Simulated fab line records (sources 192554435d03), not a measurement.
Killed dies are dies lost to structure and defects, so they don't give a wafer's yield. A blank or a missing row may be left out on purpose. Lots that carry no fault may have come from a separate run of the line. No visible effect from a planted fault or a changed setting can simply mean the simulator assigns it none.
A lot that was struck, set against a sound lot    flow n5 finfet    15 out of 1938 route steps
Sound: the wafers L322.4, L322.5, L322.6. Struck: wafer L330.6. (L330.2, L330.3 of the same lot were not struck and are left out.) The cause comes at the end.
For every step that has rows: the tool of each side, followed by ch and its chambers, followed by its first start. Under that, the readings that differ: sound wafers    struck wafers    difference of the means    sigmas: that difference in standard deviations of wafers without a fault.
alike: readings with means less than 2 such deviations apart, plus words and numbers identical on both sides. not compared: withheld readings, readings lacking a value on some wafer, bounds such as >300 that could conceal the same value, and numbers that have no deviation in the record and whose values overlap.
A row with sigmas, a row that says differs or no value, or rows on one side alone: a step with any of these is where the two part. Non-overlapping numbers with no deviation appear without sigmas and do not part them. A reading missing from all wafers of one side parts the sides only when that side holds two or more wafers.

N5_SD_ACTIVATION_RS_MEAS_03: measurement is done with a four-point probe.
  sound on film metro-02 at day 6 00:34; struck on film metro-02 at day 8 06:04
  alike: RS_SD_N, RS_SD_P
N5_SD_ACTIVATION_INSPECT_02: inspects for defects (darkfield).
  sound on defect inspect-01 at day 6 00:50; struck on defect inspect-01 at day 8 06:22
  alike: raw defect count
N5_ILD0_LINER_00: material SiNx, target thk 4 nm, pulse time 1 s, purge time 2 s.
  sound on ald sin-01 ch 0,1,3, day 6 01:25; struck on ald sin-01 ch 2, day 8 06:25
reading             sound        struck  difference  sigmas
heater power w (W)  923 915 904  719     -195        -3
  alike: precursor pulse height rel
then, 2 steps without rows for these wafers: N5_ILD0_FCVD_FILL_01 (material SiO2 flowable, target thk 200 nm, time 328.3 s); N5_ILD0_CURE_02 (time 1800 s).
N5_ILD0_CMP_03: polishes, stops on SiNx, t overpolish 1.9 s, target thk 197.38 nm.
  sound on cmp-04 ch 1,2,3, day 6 03:42; struck on cmp-04 ch 3, day 8 08:47
  alike: head pressure psi, motor current A, overpolish run s, slurry flow ml min, time to endpoint s
N5_ILD0_THK_MEAS_04:
  sound on film metro-01 at day 6 03:53; struck on film metro-02 at day 8 09:05
  alike: thk nm
N5_ILD0_CMP_07: polishes SiO2 flowable, stops on poly-Si, t overpolish 1.18 s, target thk 138.88 nm.
  sound on cmp-02 ch 1,2, day 6 03:57; struck on cmp-02 ch 2, day 8 09:07
  alike: head pressure psi, motor current A, slurry flow ml min
N5_ILD0_THK_MEAS_08:
  sound on film metro-02 at day 6 04:13; struck on film metro-02 at day 8 09:24
  alike: thk nm
then, 1 step without rows for these wafers: N5_ILD0_PRECLEAN_10 (cleans in NF3:NH3, afs cycles 5, time 20 s, sublimation time 60 s).
N5_ILD0_ALD_15: deposits SiNx, target thk 24 nm, pulse time 1 s, ald cycles 480.
  sound on ald sin-03 ch 1,2, day 6 04:57; struck on ald sin-03 ch 3, day 8 11:13
  alike: heater power w, precursor pulse height rel
N5_ILD0_CMP_12: polishes SiNx, stops on poly-Si, t overpolish 6 s, target thk 17.67 nm.
  sound on cmp-02 ch 1,2,3, day 6 07:17; struck on cmp-02 ch 1, day 8 12:22
reading                  sound              struck  difference  sigmas
head pressure psi (psi)  2.496 2.503 2.494  2.662   +0.164      +31
  alike: motor current A, overpolish run s, slurry flow ml min, time to endpoint s
N5_ILD0_THK_MEAS_13:
  sound on film metro-01 at day 6 07:28; struck on film metro-02 at day 8 12:37
  alike: thk nm
-- the record jumps here: 5 days lie between the struck wafers' starts before and after (it left off in module ILD0 and takes up again in module BEOL_M4, whose first step shown is number 1111 of the route) --
N5_BEOL_M4_RC_MEAS_101:
  sound on prober-02 ch 0, day 11 01:34; struck on prober-02 ch 0, day 13 08:25
reading        sound           struck  difference  sigmas
SS_P (mV/dec)  72.5 72.1 72.2  74.1    +1.8        +3
  alike: DIBL_N, DIBL_P, IOFF_N, IOFF_P, ION_N, ION_P, SS_N, VT_N, VT_P
-- a jump in the record: the struck wafers' starts before and after are 4 days apart (it breaks off in module BEOL_M4 and resumes in module PASSIVATION, where the first step shown is number 1936 of the route) --
N5_PASSIVATION_PROBE_49:
  sound on prober-02 at day 15 11:57; struck on prober-01 at day 17 14:38
reading          sound   struck  difference  sigmas
killed at other  4 10 8  0       -7          -2
  alike: defect limited yield, killed_at_M0_to_M3, killed_at_M4_up, killed at contacts, killed at front end, killed dies, killed open, killed short, sort_bin_5_function, sort_bin_6_memory, sort_bin_8_speed, sort n pass, sort yield pct

== WHERE THEY PART ==
First at N5_ILD0_LINER_00; last, within this record, at N5_PASSIVATION_PROBE_49.

WHY: what had been put in by the simulator
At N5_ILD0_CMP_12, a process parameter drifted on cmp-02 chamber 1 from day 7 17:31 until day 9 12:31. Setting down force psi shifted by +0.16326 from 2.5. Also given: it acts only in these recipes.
